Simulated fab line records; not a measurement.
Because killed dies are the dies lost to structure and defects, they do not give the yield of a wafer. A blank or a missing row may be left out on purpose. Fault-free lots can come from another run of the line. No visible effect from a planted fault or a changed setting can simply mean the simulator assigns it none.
fab line records	flow nandHarc
record: lots: 24	wafers: 72	lastDay: 33
route steps=1302 shown A_M0@1148 A_M1@1186 A_BONDPAD@1204
lots untouched by any fault: they come from a run of this same line in which no faults occurred
startH: the number of hours between the record's first day and the start of the first shown wafer of the lot	waitH: hours since the lot's step before	" unchanged from the row above	L1.1+2: a row that stands for several wafers	- no value, or no start was given	* or withheld: withheld	< > ~ a bound
route shown NAME@n: a module of which the file shows steps, and the number in the route of the first	usual: mean/standard deviation of fault-free wafers	same: alike in all rows	chamber/n: place in a boat	sites: readings site by site	_std_site: the values' standard deviation	_edge_site: outer sites' mean less inner sites'	radiusMm: for every site, how far away it sits from the centre of the wafer	mask NAME#n: copy n	behind: the last tool/chamber to shape the wafer	hold: the reason the lot was held/the length of the hold in hours/how it ended	device: whichever transistor did not switch (one of n, p or np)	end of line: the route-end tests of the same wafers	a step without rows: its recipe alone	killed: dies lost to structure and defects at the first sort, not the wafer's yield	map: a wafer's dies, marking killed ones x, the rest . and places with no die _
set.NAME: the setting that was run; set.NAME@STEP: the one run at that earlier step	model.NAME: the simulator's own value behind a step, which no gauge read
steps of the route over a sample of lots; a table a step, a row a wafer
services: when a tool's chamber went out of use (startH, in hours from the record's first day, below 0 if earlier), for how many hours, and the reason
== steps ==
step: NHARC_A_M0_OVL_MEAS_10
recipe: pitchNm: 160
usual: overlayXNm: 0.0/0.93	overlayYNm: -0.4/0.77
lot.wafer	tool	chamber	startH	waitH	overlayXNm	overlayYNm
L074.4	overlay-02	-	541.17	-	0.6	-1.4
L074.5	"	-	"	"	0.2	-0.3
L074.6	"	-	"	"	0.1	-0.5
L075.3	overlay-02	-	542.60	-	-0.6	-1.0
L075.4	"	-	"	"	-1.2	-0.8
L075.5	"	-	"	"	-0.3	-0.8
L077.1	overlay-01	-	547.90	-	0.6	-0.5
L077.4	"	-	"	"	0.8	-0.4
L077.5	"	-	"	"	0.7	-0.5
L076.3	overlay-02	-	555.84	-	-0.9	0.1
L076.4	"	-	"	"	-0.7	0.6
L076.5	"	-	"	"	-0.9	0.4
L078.2	overlay-02	-	556.20	-	-1.1	0.7
L078.3	"	-	"	"	-0.3	0.3
L078.4	"	-	"	"	-1.5	0.9
L079.1	overlay-02	-	558.90	-	-0.8	-1.0
L079.4	"	-	"	"	-0.6	-0.3
L079.5	"	-	"	"	-0.6	-0.5
L081.2	overlay-01	-	585.27	-	1.2	-1.9
L081.3	"	-	"	"	0.9	-2.6
L081.6	"	-	"	"	0.9	-2.0
L080.1	overlay-02	-	588.32	-	-0.7	-0.6
L080.3	"	-	"	"	-0.3	-0.6
L080.6	"	-	"	"	-0.6	-0.1
L082.1	overlay-01	-	598.85	-	1.9	0.1
L082.2	"	-	"	"	1.6	-0.5
L082.5	"	-	"	"	1.6	-0.7
L083.1	overlay-02	-	601.03	-	0.6	-0.5
L083.2	"	-	"	"	1.0	-0.6
L083.6	"	-	"	"	1.0	0.0
L084.3	overlay-01	-	622.61	-	-0.4	-0.1
L084.4	"	-	"	"	-0.5	0.4
L084.5	"	-	"	"	-0.3	0.1
L085.1	overlay-02	-	629.07	-	0.8	0.8
L085.4	"	-	"	"	0.9	1.0
L085.6	"	-	"	"	1.3	0.6
L086.1	overlay-01	-	630.53	-	-1.1	-0.4
L086.2	"	-	"	"	-1.3	-0.4
L086.5	"	-	"	"	-1.2	-0.8
L089.1	overlay-01	-	654.11	-	-0.2	0.9
L089.4	"	-	"	"	-0.3	1.3
L089.5	"	-	"	"	0.9	1.0
L088.2	overlay-01	-	655.20	-	-1.4	-0.4
L088.4	"	-	"	"	-1.1	-0.4
L088.6	"	-	"	"	-0.8	-0.4
L087.3	overlay-01	-	660.59	-	-1.4	-1.7
L087.4	"	-	"	"	-1.7	-1.6
L087.5	"	-	"	"	-1.1	-1.3
L092.1	overlay-02	-	687.47	-	0.4	-0.1
L092.4	"	-	"	"	0.2	-0.2
L092.6	"	-	"	"	0.4	0.4
L090.1	overlay-02	-	690.27	-	0.2	-1.1
L090.4	"	-	"	"	-0.1	-0.4
L090.5	"	-	"	"	-0.5	-0.5
L091.2	overlay-01	-	691.34	-	0.9	-0.3
L091.4	"	-	"	"	0.4	-0.8
L091.6	"	-	"	"	1.2	-0.5
L093.1	overlay-02	-	712.51	-	0.2	0.2
L093.2	"	-	"	"	1.0	0.2
L093.4	"	-	"	"	0.7	0.5
L094.1	overlay-01	-	720.27	-	0.0	-1.7
L094.2	"	-	"	"	-0.4	-1.2
L094.5	"	-	"	"	0.7	-1.0
L096.2	overlay-01	-	739.65	-	0.8	0.3
L096.3	"	-	"	"	0.0	0.1
L096.5	"	-	"	"	0.4	0.0
L095.2	overlay-01	-	743.09	-	-1.2	-0.1
L095.3	"	-	"	"	-0.6	0.2
L095.4	"	-	"	"	-0.2	-0.1
L097.1	overlay-02	-	755.58	-	2.3	-1.4
L097.2	"	-	"	"	1.6	-1.3
L097.3	"	-	"	"	1.7	-1.7
step: NHARC_A_M0_STRIP_18
recipe: powerW: 1000	n2FlowSccm: 150	h2FlowSccm: 150	arFlowSccm: 0	biasW: 0	chemistry: N2/H2
usual: drypumpMotorCurrentA: 5.7/0.52	oesProductAu: 1.002/0.014	rfVppV: 90.4/0.95	showerheadPlenumPTorr: 2.01/0.096	throttleValvePct: 14.171/0.0095
lot.wafer	tool	chamber	startH	waitH	drypumpMotorCurrentA	oesProductAu	rfHoursCounterH	rfVppV	showerheadPlenumPTorr	throttleValvePct
L074.4	rieDiel-02	3	541.64	0.1	4.8	0.998	6.8	89.4	1.91	14.166
L074.5	"	3	"	"	4.8	0.999	-	87.4	1.91	14.182
L074.6	"	0	"	"	5.9	0.987	-	90.8	2.20	14.174
L075.3	rieDiel-06	1	543.07	0.1	5.7	1.002	1.9	91.3	2.13	14.152
L075.4	"	0	"	"	5.6	0.977	1.9	90.2	1.98	14.177
L075.5	"	2	"	"	6.4	1.000	-	91.1	2.10	14.182
L077.4	rieDiel-02	2	548.55	0.1	5.8	0.997	8.7	90.5	2.00	14.174
L077.1	"	3	"	"	4.8	0.999	6.9	88.4	1.91	14.168
L077.5	"	0	"	"	5.9	0.997	-	90.8	2.20	14.184
L076.4	rieDiel-06	1	556.54	0.2	5.7	1.019	-	92.6	2.13	14.176
L076.3	"	2	"	"	6.4	1.005	-	90.8	2.10	14.182
L076.5	"	1	"	"	5.7	1.010	-	90.2	2.13	14.182
L078.3	rieDiel-03	1	556.67	0.1	5.3	0.989	5.7	90.2	1.93	14.176
L078.4	"	2	"	"	6.4	1.015	4.2	88.6	1.94	14.179
L078.2	"	0	"	"	5.5	1.010	4.8	90.2	2.02	14.178
L079.1	rieDiel-06	2	559.56	0.1	6.4	1.011	2.8	91.7	2.10	14.171
L079.4	"	2	"	"	6.4	1.012	-	90.5	2.10	14.183
L079.5	"	1	"	"	5.7	1.017	-	89.8	2.13	14.171
L081.3	rieDiel-02	0	585.79	0.1	5.8	0.995	0.9	92.3	2.19	14.178
L081.2	"	1	"	"	4.8	0.969	0.5	91.7	1.93	14.169
L081.6	"	2	"	"	5.7	1.004	-	91.2	1.99	14.162
L080.3	rieDiel-03	1	588.79	0.1	5.3	1.004	7.9	88.0	1.93	14.171
L080.1	"	2	"	"	6.4	1.023	6.4	92.1	1.94	14.184
L080.6	"	2	"	"	6.4	1.016	-	90.6	1.94	14.176
L082.2	rieDiel-06	2	599.32	0.1	6.4	1.013	5.0	90.3	2.10	14.169
L082.1	"	3	"	"	6.0	1.004	4.0	90.3	1.91	14.176
L082.5	"	3	"	"	6.0	1.003	-	89.7	1.91	14.174
L083.2	rieDiel-06	1	601.52	0.1	5.7	1.025	5.1	90.5	2.13	14.173
L083.1	"	2	"	"	6.3	1.008	5.1	90.9	2.10	14.161
L083.6	"	1	"	"	5.7	1.018	-	90.8	2.13	14.181
L084.3	rieDiel-02	0	623.10	0.1	5.9	0.997	4.2	90.6	2.19	14.164
L084.4	"	1	"	"	4.8	0.967	4.1	88.6	1.93	14.168
L084.5	"	3	"	"	4.8	0.998	-	90.2	1.91	14.177
L085.1	rieDiel-03	0	629.54	0.1	5.5	1.016	8.2	89.4	2.02	14.156
L085.4	"	2	"	"	6.4	1.006	7.7	90.0	1.94	14.179
L085.6	"	1	"	"	5.3	1.005	-	89.5	1.93	14.173
L086.2	rieDiel-03	1	631.04	0.1	5.2	1.005	9.2	89.7	1.93	14.173
L086.1	"	0	"	"	5.5	1.017	8.2	90.6	2.02	14.179
L086.5	"	2	"	"	6.4	1.004	-	90.7	1.94	14.150
L089.1	rieDiel-06	2	654.61	0.1	6.4	1.013	7.4	90.4	2.09	14.167
L089.4	"	0	"	"	5.6	0.991	6.7	90.7	1.98	14.170
L089.5	"	1	"	"	5.7	1.014	-	90.2	2.13	14.178
L088.4	rieDiel-06	2	655.72	0.1	6.3	1.007	7.5	91.7	2.09	14.184
L088.2	"	3	"	"	6.0	1.011	6.6	91.3	1.91	14.160
L088.6	"	0	"	"	5.6	0.992	-	90.5	1.98	14.160
L087.3	rieDiel-06	0	661.06	0.1	5.6	1.002	7.4	90.2	1.98	14.164
L087.4	"	2	"	"	6.3	1.010	8.1	90.4	2.09	14.183
L087.5	"	1	"	"	5.7	1.011	-	91.5	2.13	14.184
L092.1	rieDiel-02	0	687.94	0.1	5.8	1.001	8.3	90.5	2.19	14.152
L092.4	"	3	"	"	4.8	0.988	9.1	89.8	1.90	14.177
L092.6	"	0	"	"	5.9	0.992	-	91.0	2.19	14.185
L090.4	rieDiel-03	2	690.76	0.1	6.4	0.994	2.9	89.3	1.94	14.157
L090.1	"	0	"	"	5.5	0.993	3.7	91.2	2.02	14.175
L090.5	"	1	"	"	5.3	0.976	-	89.7	1.93	14.163
L091.4	rieDiel-03	3	691.87	0.1	5.0	1.007	4.2	88.6	1.92	14.165
L091.2	"	0	"	"	5.5	0.991	3.9	89.8	2.02	14.165
L091.6	"	1	"	"	5.3	0.990	-	90.8	1.93	14.182
L093.1	rieDiel-02	3	713.01	0.1	4.8	1.012	10.7	90.0	1.90	14.156
L093.2	"	0	"	"	5.8	1.001	9.8	90.2	2.19	14.166
L093.4	"	1	"	"	4.8	0.990	8.5	90.3	1.93	14.165
L094.2	rieDiel-03	0	720.77	0.1	5.5	0.997	5.4	90.5	2.02	14.176
L094.1	"	1	"	"	5.3	1.001	4.9	89.7	1.93	14.158
L094.5	"	3	"	"	5.0	1.017	-	90.4	1.92	14.180
L096.3	rieDiel-06	3	740.13	0.1	6.0	1.015	4.1	90.4	1.91	14.156
L096.2	"	2	"	"	6.3	1.017	4.1	92.6	2.09	14.165
L096.5	"	3	"	"	6.0	1.016	-	90.7	1.91	14.182
L095.3	rieDiel-02	3	744.02	0.1	4.8	1.011	12.1	89.5	1.90	14.170
L095.4	"	0	"	"	5.9	0.997	11.2	90.7	2.19	14.175
L095.2	"	1	"	"	4.8	0.981	9.6	88.8	1.93	14.166
L097.3	rieDiel-06	3	756.05	0.1	6.1	1.015	4.9	90.1	1.91	14.168
L097.1	"	0	"	"	5.6	0.991	4.5	90.8	1.98	14.172
L097.2	"	2	"	"	6.4	1.013	4.9	90.4	2.09	14.181
step: NHARC_A_M0_PVD_20
recipe: targetThkA: 50	biasV: 168.6	powerW: 15000	chamberPressurePa: 0.12	timeS: 8.06	substrateTempC: 50	material: TaN
usual: throttleValvePct: 30.0/0.96
lot.wafer	tool	chamber	startH	waitH	throttleValvePct
L074.4	pvdSputter-02	-	-	-	30.0
L074.6	"	-	"	"	29.4
L074.5	"	-	"	"	29.7
L075.3	pvdSputter-03	-	-	-	29.3
L075.4	"	-	"	"	30.8
L075.5	"	-	"	"	30.8
L077.1	pvdSputter-01	-	-	-	28.5
L077.4	"	-	"	"	28.1
L077.5	"	-	"	"	28.9
L076.3	pvdSputter-01	-	-	-	28.0
L076.4	"	-	"	"	31.5
L076.5	"	-	"	"	28.1
L078.4	pvdSputter-03	-	-	-	29.3
L078.3	"	-	"	"	30.7
L078.2	"	-	"	"	30.7
L079.4	pvdSputter-03	-	-	-	29.1
L079.1	"	-	"	"	30.8
L079.5	"	-	"	"	30.5
L081.3	pvdSputter-02	-	-	-	29.9
L081.2	"	-	"	"	30.1
L081.6	"	-	"	"	29.8
L080.1	pvdSputter-02	-	-	-	29.8
L080.3	"	-	"	"	29.8
L080.6	"	-	"	"	29.6
L082.1	pvdSputter-01	-	-	-	31.4
L082.2	"	-	"	"	28.3
L082.5	"	-	"	"	31.0
L083.2	pvdSputter-02	-	-	-	29.7
L083.1	"	-	"	"	30.0
L083.6	"	-	"	"	29.6
L084.4	pvdSputter-01	-	-	-	31.4
L084.3	"	-	"	"	30.9
L084.5	"	-	"	"	31.6
L085.4	pvdSputter-01	-	-	-	31.5
L085.1	"	-	"	"	28.0
L085.6	"	-	"	"	29.0
L086.2	pvdSputter-02	-	-	-	30.0
L086.1	"	-	"	"	29.5
L086.5	"	-	"	"	29.8
L089.1	pvdSputter-02	-	-	-	30.3
L089.4	"	-	"	"	30.2
L089.5	"	-	"	"	30.3
L088.4	pvdSputter-02	-	656.44	0.1	30.2
L088.2	"	-	"	"	29.8
L088.6	"	-	"	"	30.3
L087.3	pvdSputter-02	-	661.85	0.1	29.6
L087.4	"	-	"	"	30.5
L087.5	"	-	"	"	29.7
L092.4	pvdSputter-03	-	-	-	29.1
L092.1	"	-	"	"	29.6
L092.6	"	-	"	"	30.0
L090.1	pvdSputter-03	-	-	-	30.1
L090.4	"	-	"	"	28.9
L090.5	"	-	"	"	31.5
L091.2	pvdSputter-03	-	-	-	29.9
L091.4	"	-	"	"	30.3
L091.6	"	-	"	"	31.2
L093.2	pvdSputter-01	-	-	-	31.5
L093.4	"	-	"	"	28.6
L093.1	"	-	"	"	29.1
L094.2	pvdSputter-02	-	-	-	29.6
L094.1	"	-	"	"	30.1
L094.5	"	-	"	"	29.7
L096.3	pvdSputter-01	-	-	-	31.2
L096.2	"	-	"	"	31.6
L096.5	"	-	"	"	31.8
L095.2	pvdSputter-02	-	-	-	29.7
L095.4	"	-	"	"	30.4
L095.3	"	-	"	"	29.9
L097.2	pvdSputter-01	-	-	-	31.3
L097.1	"	-	"	"	28.2
L097.3	"	-	"	"	29.0
step: NHARC_A_M0_DEP_32
recipe: targetThkA: 300	tempC: 370	targetThkNm: 30	pressureTorr: 3	flowSccm: 200	rfW: 450	material: SiCN
usual: heaterPowerW: 634/91
lot.wafer	tool	chamber	startH	waitH	heaterPowerW
L074.6	pecvd-02	2	544.00	0.2	660
L074.5	"	0	"	"	532
L074.4	"	1	"	"	683
L075.3	pecvd-02	1	545.41	0.1	577
L075.5	"	0	"	"	576
L075.4	"	1	"	"	590
L077.1	pecvd-01	2	550.84	0.1	814
L077.5	"	0	"	"	559
L077.4	"	2	"	"	804
L076.3	pecvd-04	1	558.89	0.1	696
L076.4	"	0	"	"	763
L076.5	"	1	"	"	695
L078.2	pecvd-01	2	559.07	0.1	844
L078.3	"	0	"	"	574
L078.4	"	2	"	"	845
L079.1	pecvd-04	0	562.03	0.1	673
L079.4	"	1	"	"	727
L079.5	"	0	"	"	660
L081.3	pecvd-01	2	588.29	0.1	756
L081.2	"	0	"	"	565
L081.6	"	2	"	"	749
L080.3	pecvd-01	2	591.06	0.1	751
L080.1	"	1	"	"	661
L080.6	"	0	"	"	619
L082.2	pecvd-04	2	601.60	0.1	493
L082.1	"	0	"	"	752
L082.5	"	1	"	"	709
L083.2	pecvd-04	1	603.78	0.1	690
L083.1	"	0	"	"	686
L083.6	"	2	"	"	562
L084.3	pecvd-02	2	625.36	0.1	590
L084.5	"	0	"	"	489
L084.4	"	1	"	"	655
L085.1	pecvd-01	1	632.24	0.1	662
L085.4	"	2	"	"	768
L085.6	"	0	"	"	579
L086.1	pecvd-01	2	633.28	0.1	830
L086.2	"	0	"	"	533
L086.5	"	1	"	"	603
L089.1	pecvd-01	0	657.15	0.1	550
L089.5	"	0	"	"	542
L089.4	"	1	"	"	599
L088.2	pecvd-04	2	658.19	0.1	575
L088.6	"	0	"	"	732
L088.4	"	1	"	"	657
L087.3	pecvd-02	1	663.58	0.1	533
L087.4	"	0	"	"	561
L087.5	"	1	"	"	531
L092.1	pecvd-04	1	690.27	0.1	660
L092.6	"	2	"	"	553
L092.4	"	0	"	"	647
L090.1	pecvd-04	2	693.03	0.1	534
L090.4	"	1	"	"	706
L090.5	"	2	"	"	531
L091.2	pecvd-02	1	694.14	0.1	615
L091.4	"	0	"	"	520
L091.6	"	1	"	"	612
L093.2	pecvd-04	1	715.23	0.1	612
L093.1	"	0	"	"	738
L093.4	"	0	"	"	726
L094.1	pecvd-04	0	723.02	0.1	753
L094.2	"	2	"	"	528
L094.5	"	1	"	"	665
L096.2	pecvd-01	1	742.37	0.1	571
L096.3	"	2	"	"	832
L096.5	"	0	"	"	570
L095.3	pecvd-01	0	746.33	0.1	579
L095.2	"	1	"	"	534
L095.4	"	0	"	"	572
L097.1	pecvd-02	0	758.36	0.1	532
L097.3	"	1	"	"	555
L097.2	"	2	"	"	572
step: NHARC_A_M1_STRIP_18
recipe: powerW: 1000	n2FlowSccm: 150	h2FlowSccm: 150	arFlowSccm: 0	biasW: 0	chemistry: N2/H2
usual: drypumpMotorCurrentA: 6.0/0.54	oesProductAu: 0.997/0.014	rfVppV: 90.6/0.85	showerheadPlenumPTorr: 2.04/0.067	throttleValvePct: 14.172/0.009
lot.wafer	tool	chamber	startH	waitH	drypumpMotorCurrentA	oesProductAu	rfHoursCounterH	rfVppV	showerheadPlenumPTorr	throttleValvePct
L074.4	rieDiel-12	3	545.73	0.1	5.7	0.987	6.3	91.6	2.04	14.166
L074.6	"	2	"	"	6.1	1.006	-	90.9	2.16	14.169
L074.5	"	3	"	"	5.7	0.990	-	91.3	2.04	14.160
L075.4	rieDiel-12	3	547.15	0.1	5.7	1.008	6.4	89.7	2.03	14.191
L075.3	"	0	"	"	6.6	1.002	7.0	91.7	2.15	14.165
L075.5	"	3	"	"	5.7	0.990	-	91.4	2.03	14.184
L077.1	rieDiel-05	0	552.50	0.1	5.3	1.007	3.0	90.1	2.01	14.187
L077.4	"	1	"	"	6.4	0.989	3.0	90.4	2.08	14.170
L077.5	"	3	"	"	4.8	0.996	-	91.5	2.04	14.188
L076.3	rieDiel-12	1	560.78	0.1	5.8	0.985	4.5	91.8	1.96	14.174
L076.4	"	2	"	"	6.2	1.005	7.1	92.2	2.16	14.182
L076.5	"	1	"	"	5.8	0.984	-	90.9	1.96	14.168
L078.2	rieDiel-08	1	561.11	0.1	6.3	0.985	0.2	91.2	2.13	14.162
L078.3	"	2	"	"	6.1	0.995	0.1	91.5	2.06	14.171
L078.4	"	3	"	"	6.4	1.001	-	90.5	1.97	14.157
L079.1	rieDiel-05	0	563.61	0.1	5.4	0.998	3.7	90.4	2.01	14.168
L079.4	"	2	"	"	6.4	1.026	3.6	90.1	1.97	14.162
L079.5	"	1	"	"	6.4	0.972	-	91.6	2.08	14.177
L081.3	rieDiel-08	0	590.11	0.1	6.0	0.996	1.2	90.5	1.96	14.167
L081.2	"	1	"	"	6.3	0.999	2.2	91.4	2.13	14.193
L081.6	"	3	"	"	6.4	1.003	-	90.7	1.97	14.171
L080.1	rieDiel-05	1	592.85	0.1	6.4	0.985	0.0	92.1	2.08	14.150
L080.3	"	3	"	"	4.8	1.009	0.0	90.4	2.04	14.179
L080.6	"	2	"	"	6.4	1.002	-	90.8	1.97	14.174
L082.2	rieDiel-12	0	603.40	0.1	6.6	0.999	9.1	92.9	2.15	14.188
L082.1	"	1	"	"	5.8	0.985	6.1	91.0	1.96	14.178
L082.5	"	1	"	"	5.8	0.987	-	90.0	1.96	14.153
L083.1	rieDiel-08	3	605.73	0.1	6.4	1.006	3.2	91.0	1.97	14.176
L083.2	"	1	"	"	6.3	0.994	2.8	90.4	2.13	14.180
L083.6	"	0	"	"	6.0	0.993	-	88.9	1.96	14.165
L084.4	rieDiel-05	1	627.64	0.1	6.4	0.968	0.9	91.1	2.07	14.162
L084.3	"	3	"	"	4.8	1.001	0.7	89.9	2.04	14.171
L084.5	"	2	"	"	6.4	0.996	-	90.3	1.97	14.181
L085.4	rieDiel-05	0	633.98	0.1	5.4	0.991	0.8	89.6	2.01	14.164
L085.1	"	1	"	"	6.4	0.961	1.1	89.9	2.07	14.169
L085.6	"	0	"	"	5.3	0.992	-	89.2	2.01	14.170
L086.2	rieDiel-05	2	634.97	0.1	6.4	1.014	1.1	90.9	1.97	14.184
L086.1	"	1	"	"	6.4	0.982	1.1	90.9	2.07	14.163
L086.5	"	3	"	"	4.8	1.005	-	89.7	2.04	14.165
L089.1	rieDiel-12	3	658.95	0.1	5.7	0.989	0.4	89.5	2.03	14.181
L089.4	"	2	"	"	6.1	0.996	0.3	91.4	2.16	14.175
L089.5	"	0	"	"	6.6	1.004	-	91.8	2.14	14.172
L088.4	rieDiel-12	2	660.00	0.1	6.2	1.005	0.4	92.4	2.16	14.178
L088.2	"	1	"	"	5.8	0.965	0.4	89.4	1.96	14.169
L088.6	"	3	"	"	5.7	1.002	-	91.0	2.03	14.168
L087.4	rieDiel-12	3	665.36	0.1	5.7	1.006	0.6	91.9	2.03	14.171
L087.3	"	1	"	"	5.8	0.975	0.4	90.5	1.96	14.175
L087.5	"	3	"	"	5.7	1.001	-	89.8	2.03	14.161
L092.1	rieDiel-08	0	692.02	0.1	6.0	1.014	5.6	90.6	1.96	14.174
L092.4	"	1	"	"	6.3	0.997	6.9	91.6	2.13	14.180
L092.6	"	3	"	"	6.4	1.016	-	90.6	1.97	14.188
L090.4	rieDiel-08	3	694.83	0.1	6.4	1.009	7.3	89.1	1.97	14.181
L090.1	"	0	"	"	6.0	1.012	5.8	90.7	1.96	14.183
L090.5	"	2	"	"	6.1	0.991	-	91.4	2.06	14.177
L091.2	rieDiel-05	3	695.89	0.1	4.8	1.014	2.0	91.2	2.04	14.178
L091.4	"	0	"	"	5.3	0.991	2.1	90.6	2.01	14.161
L091.6	"	2	"	"	6.4	0.997	-	91.3	1.97	14.167
L093.4	rieDiel-05	3	717.08	0.1	4.8	1.007	2.3	91.3	2.04	14.169
L093.1	"	0	"	"	5.3	0.977	2.3	90.5	2.01	14.170
L093.2	"	1	"	"	6.4	0.989	2.8	91.2	2.07	14.173
L094.2	rieDiel-12	2	724.83	0.1	6.2	1.005	3.8	91.9	2.16	14.184
L094.1	"	3	"	"	5.7	1.001	4.2	90.2	2.03	14.161
L094.5	"	2	"	"	6.2	0.992	-	91.2	2.16	14.172
L096.2	rieDiel-05	3	744.21	0.1	4.7	1.031	3.3	89.9	2.04	14.170
L096.3	"	1	"	"	6.4	1.000	3.7	89.2	2.07	14.170
L096.5	"	3	"	"	4.8	1.018	-	89.7	2.04	14.168
L095.4	rieDiel-05	0	748.10	0.1	5.3	0.988	3.3	90.5	2.01	14.159
L095.3	"	1	"	"	6.4	0.995	3.8	89.2	2.07	14.161
L095.2	"	3	"	"	4.8	1.016	3.5	92.1	2.04	14.163
L097.2	rieDiel-08	0	760.06	0.1	6.0	1.000	2.1	90.7	1.96	14.178
L097.1	"	2	"	"	6.1	0.979	2.4	90.0	2.06	14.186
L097.3	"	3	"	"	6.4	1.004	1.7	89.7	1.97	14.174
step: NHARC_A_BONDPAD_THK_MEAS_30
recipe: thkMeasGauge: ellipsometry
usual: thkNm: 200.2/1.9
lot.wafer	tool	chamber	startH	waitH	thkNm
L074.4	filmMetro-01	-	549.25	0.2	197.5
L074.5	"	-	"	"	203.7
L074.6	"	-	"	"	200.5
L075.3	filmMetro-02	-	550.71	0.2	201.8
L075.4	"	-	"	"	205.5
L075.5	"	-	"	"	203.2
L077.1	filmMetro-02	-	556.00	0.2	202.6
L077.4	"	-	"	"	198.8
L077.5	"	-	"	"	200.0
L076.3	filmMetro-02	-	564.34	0.2	199.2
L076.4	"	-	"	"	199.5
L076.5	"	-	"	"	198.7
L078.2	filmMetro-02	-	564.76	0.2	199.8
L078.3	"	-	"	"	202.4
L078.4	"	-	"	"	197.4
L079.1	filmMetro-02	-	567.17	0.2	198.4
L079.4	"	-	"	"	198.3
L079.5	"	-	"	"	201.3
L081.2	filmMetro-01	-	593.61	0.2	201.1
L081.3	"	-	"	"	200.4
L081.6	"	-	"	"	202.5
L080.1	filmMetro-02	-	596.74	0.2	203.3
L080.3	"	-	"	"	199.0
L080.6	"	-	"	"	202.6
L082.1	filmMetro-01	-	607.11	0.2	198.6
L082.2	"	-	"	"	197.3
L082.5	"	-	"	"	199.2
L083.1	filmMetro-02	-	609.59	0.2	197.2
L083.2	"	-	"	"	200.7
L083.6	"	-	"	"	199.3
L084.3	filmMetro-01	-	631.20	0.2	200.6
L084.4	"	-	"	"	204.6
L084.5	"	-	"	"	204.1
L085.1	filmMetro-01	-	637.53	0.2	198.3
L085.4	"	-	"	"	198.8
L085.6	"	-	"	"	197.7
L086.1	filmMetro-01	-	638.51	0.2	197.4
L086.2	"	-	"	"	198.3
L086.5	"	-	"	"	199.9
L089.1	filmMetro-01	-	662.55	0.2	200.4
L089.4	"	-	"	"	198.4
L089.5	"	-	"	"	200.8
L088.2	filmMetro-01	-	663.61	0.2	199.9
L088.4	"	-	"	"	202.4
L088.6	"	-	"	"	200.5
L087.3	filmMetro-02	-	668.92	0.2	201.1
L087.4	"	-	"	"	198.8
L087.5	"	-	"	"	197.9
L092.1	filmMetro-02	-	695.58	0.2	198.3
L092.4	"	-	"	"	200.2
L092.6	"	-	"	"	200.2
L090.1	filmMetro-02	-	698.34	0.2	202.9
L090.4	"	-	"	"	199.6
L090.5	"	-	"	"	196.5
L091.2	filmMetro-01	-	699.41	0.2	198.4
L091.4	"	-	"	"	198.7
L091.6	"	-	"	"	198.6
L093.1	filmMetro-01	-	720.63	0.2	201.1
L093.2	"	-	"	"	198.0
L093.4	"	-	"	"	198.9
L094.1	filmMetro-02	-	728.44	0.1	199.6
L094.2	"	-	"	"	199.2
L094.5	"	-	"	"	198.7
L096.2	filmMetro-02	-	748.00	0.2	201.3
L096.3	"	-	"	"	200.0
L096.5	"	-	"	"	200.5
L095.2	filmMetro-02	-	751.66	0.2	199.7
L095.3	"	-	"	"	202.2
L095.4	"	-	"	"	203.0
L097.1	filmMetro-01	-	763.64	0.2	201.0
L097.2	"	-	"	"	202.0
L097.3	"	-	"	"	201.2
== services ==
tool	chamber	startH	hours	kind
pvdSputter-02	-	523.57	3.9	repair
rieDiel-12	3	530.82	7.2	repair
rieDiel-06	2	546.52	5.6	repair
rieDiel-06	3	548.80	16.2	repair
rieDiel-06	0	554.60	14.6	repair
pvdSputter-02	-	564.17	1.7	repair
rieDiel-02	-	570.70	9.0	pm
rieDiel-03	3	575.24	11.4	repair
pvdSputter-01	-	582.01	10.0	pm
rieDiel-05	-	583.60	9.0	pm
rieDiel-12	-	622.40	9.0	pm
pecvd-04	-	631.04	13.0	pm
pvdSputter-02	-	638.10	10.0	pm
pvdSputter-02	-	648.14	2.0	repair
pvdSputter-01	-	654.64	2.0	repair
pvdSputter-01	-	659.33	2.8	repair
rieDiel-06	-	661.21	9.0	pm
pecvd-01	-	673.34	13.0	pm
pvdSputter-02	-	708.81	0.8	repair
rieDiel-06	0	723.30	9.0	repair
pvdSputter-01	-	737.87	2.6	repair
rieDiel-12	0	753.17	3.9	repair
rieDiel-06	0	759.74	16.7	repair
pvdSputter-01	-	760.01	10.0	pm
== key ==
fault none
